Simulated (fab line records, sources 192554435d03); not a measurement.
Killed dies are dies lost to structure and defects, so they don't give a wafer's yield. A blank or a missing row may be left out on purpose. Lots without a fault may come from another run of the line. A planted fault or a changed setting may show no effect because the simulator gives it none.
Chamber matching | flow n5_finfet | N5_BEOL_M13_TRENCH_ETCH_34 on rie_diel-03: 4 sister chambers
The step etches SiOC in C4F8/O2/Ar, target depth 413.47 nm, time 162.6 s. 18 wafers are shown with their chamber, then 9 later ones without.

WAFERS WITH THEIR CHAMBER
wafer  | chamber | throttle_valve_pct (%) | showerhead_plenum_p_Torr (Torr) | drypump_motor_current_A (A)
L074.2 | 1       | 23.74                  | 3.36                            | 6.3
L074.4 | 2       | 23.73                  | 3.47                            | 5.7
L074.6 | 3       | 24.16                  | 3.48                            | 5.1
L076.3 | 1       | 23.71                  | 3.36                            | 6.4
L076.4 | 2       | 23.73                  | 3.47                            | 5.6
L076.5 | 2       | 23.73                  | 3.47                            | 5.6
L078.1 | 3       | 24.18                  | 3.48                            | 5.2
L078.4 | 2       | 23.72                  | 3.47                            | 5.6
L078.5 | 1       | 23.73                  | 3.35                            | 6.4
L077.1 | 0       | 24.11                  | 3.49                            | 5.1
L077.5 | 3       | 24.17                  | 3.48                            | 5.2
L077.6 | 0       | 24.13                  | 3.49                            | 5.1
L079.1 | 0       | 24.13                  | 3.49                            | 5.1
L079.2 | 3       | 24.17                  | 3.47                            | 5.2
L079.3 | 1       | 23.74                  | 3.35                            | 6.4
L080.3 | 3       | 24.18                  | 3.47                            | 5.2
L080.5 | 3       | 24.18                  | 3.47                            | 5.2
L080.6 | 0       | 24.14                  | 3.49                            | 5.1

SIGNATURES (means of the wafers above)
reading                  | chamber 0 | chamber 1 | chamber 2 | chamber 3 | scatter within a chamber
throttle_valve_pct       | 24.1275   | 23.7300   | 23.7275   | 24.1733   | 0.0103
showerhead_plenum_p_Torr | 3.4900    | 3.3550    | 3.4700    | 3.4750    | 0.00423
drypump_motor_current_A  | 5.100     | 6.375     | 5.625     | 5.183     | 0.0408
Rule: a wafer's distance from a chamber is the root of the sum, over the readings, of the square of ((its reading less the chamber's mean) divided by the reading's scatter). The wafer belongs to the nearest chamber; if the next one is less than 2 further off, it can't be placed. The scatter: the root of (the sum of the squares of (reading less its chamber's mean) over the shown wafers, divided by (wafers less chambers)).

WAFERS WITHOUT THEIR CHAMBER
wafer  | throttle_valve_pct (%) | showerhead_plenum_p_Torr (Torr) | drypump_motor_current_A (A)
L082.1 | 24.13                  | 3.48                            | 5.1
L082.2 | 23.75                  | 3.47                            | 5.6
L082.4 | 24.17                  | 3.47                            | 5.2
L083.1 | 23.76                  | 3.34                            | 6.4
L083.3 | 24.16                  | 3.48                            | 5.1
L083.5 | 23.78                  | 3.34                            | 6.4
L091.1 | 23.79                  | 3.34                            | 6.4
L091.3 | 23.78                  | 3.48                            | 5.1
L091.5 | 23.78                  | 3.34                            | 6.4

WHICH CHAMBER EACH WENT THROUGH
wafer  | from the rows above     | in truth
L082.1 | 0                       | 0
L082.2 | 2                       | 2
L082.4 | 3                       | 3
L083.1 | 1                       | 1
L083.3 | can't be placed: 3 or 0 | 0
L083.5 | 1                       | 1
L091.1 | 1                       | 1
L091.3 | 2                       | 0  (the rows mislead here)
L091.5 | 1                       | 1
Placed correctly: 7 of 9. Can't be placed from these rows: 1 (the true chamber is among the candidates in 1). Placed wrongly: 1.
